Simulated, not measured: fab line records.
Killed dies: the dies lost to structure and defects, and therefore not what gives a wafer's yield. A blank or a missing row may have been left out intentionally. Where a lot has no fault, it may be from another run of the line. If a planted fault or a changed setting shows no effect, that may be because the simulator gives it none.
Matching of chambers || flow nandHarc || NHARC_A_BONDPAD_CMP_19 on cmp-01 has 4 sister chambers
The step polishes, t overpolish 30 s, cu recess touch 16 s, target thk 169.82 nm. 8 wafers are shown with their chamber, then 12 later ones without.

EACH WAFER AND ITS CHAMBER
{"wafer": "L081.1", "chamber": 3, "motorCurrentA (A)": 11.3, "slurryFlowMlMin": 150.1}
{"wafer": "L083.4", "chamber": 3, "motorCurrentA (A)": 11.8, "slurryFlowMlMin": 149.8}
{"wafer": "L084.1", "chamber": 0, "motorCurrentA (A)": 13.2, "slurryFlowMlMin": 150.8}
{"wafer": "L084.6", "chamber": 0, "motorCurrentA (A)": 12.6, "slurryFlowMlMin": 151.0}
{"wafer": "L086.6", "chamber": 1, "motorCurrentA (A)": 12.1, "slurryFlowMlMin": 150.3}
{"wafer": "L090.1", "chamber": 2, "motorCurrentA (A)": 13.7, "slurryFlowMlMin": 150.5}
{"wafer": "L090.4", "chamber": 1, "motorCurrentA (A)": 12.7, "slurryFlowMlMin": 149.4}
{"wafer": "L090.5", "chamber": 2, "motorCurrentA (A)": 14.6, "slurryFlowMlMin": 151.2}

WAFERS MISSING THEIR CHAMBER
{"wafer": "L091.1", "motorCurrentA (A)": 12.5, "slurryFlowMlMin": 150.8}
{"wafer": "L091.3", "motorCurrentA (A)": 12.8, "slurryFlowMlMin": 149.8}
{"wafer": "L091.4", "motorCurrentA (A)": 10.7, "slurryFlowMlMin": 150.7}
{"wafer": "L092.2", "motorCurrentA (A)": 12.5, "slurryFlowMlMin": 149.8}
{"wafer": "L092.3", "motorCurrentA (A)": 12.0, "slurryFlowMlMin": 149.9}
{"wafer": "L092.4", "motorCurrentA (A)": 15.1, "slurryFlowMlMin": 150.2}
{"wafer": "L094.1", "motorCurrentA (A)": 11.5, "slurryFlowMlMin": 150.4}
{"wafer": "L094.4", "motorCurrentA (A)": 12.4, "slurryFlowMlMin": 150.0}
{"wafer": "L094.6", "motorCurrentA (A)": 14.5, "slurryFlowMlMin": 149.9}
{"wafer": "L097.1", "motorCurrentA (A)": 12.1, "slurryFlowMlMin": 149.7}
{"wafer": "L097.2", "motorCurrentA (A)": 13.2, "slurryFlowMlMin": 151.1}
{"wafer": "L097.3", "motorCurrentA (A)": 12.5, "slurryFlowMlMin": 150.3}

WHICH CHAMBER EACH WENT THROUGH
{"wafer": "L091.1", "from the rows above": "can't be placed: 0 or 1 or 3", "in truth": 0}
{"wafer": "L091.3", "from the rows above": "can't be placed: 1 or 0 or 3", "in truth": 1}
{"wafer": "L091.4", "from the rows above": "can't be placed: 3 or 1", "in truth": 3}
{"wafer": "L092.2", "from the rows above": "can't be placed: 1 or 3", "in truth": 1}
{"wafer": "L092.3", "from the rows above": "can't be placed: 1 or 3", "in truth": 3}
{"wafer": "L092.4", "from the rows above": 2, "in truth": 2}
{"wafer": "L094.1", "from the rows above": "can't be placed: 3 or 1", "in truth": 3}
{"wafer": "L094.4", "from the rows above": "can't be placed: 1 or 3", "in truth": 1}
{"wafer": "L094.6", "from the rows above": "can't be placed: 2 or 0", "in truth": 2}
{"wafer": "L097.1", "from the rows above": "can't be placed: 1 or 3", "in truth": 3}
{"wafer": "L097.2", "from the rows above": "can't be placed: 0 or 2", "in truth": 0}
{"wafer": "L097.3", "from the rows above": "can't be placed: 1 or 0 or 3", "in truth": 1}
Placed correctly: 1 of 12. Can't be placed from these rows: 11 (the true chamber is among the candidates in 11). Placed wrongly: 0.
How it was worked out, from the rows above alone: a wafer's distance from a chamber is the root of the sum, over the readings, of the square of ((its reading less the chamber's mean) divided by the reading's scatter). If the next closest chamber is less than 2 further off than the closest, the wafer can't be placed; otherwise it belongs to the closest. A chamber's mean is the mean of its shown wafers. The scatter: take each reading less its chamber's mean, square it, sum over the shown wafers, divide by the number of wafers less the number of chambers, and take the root.
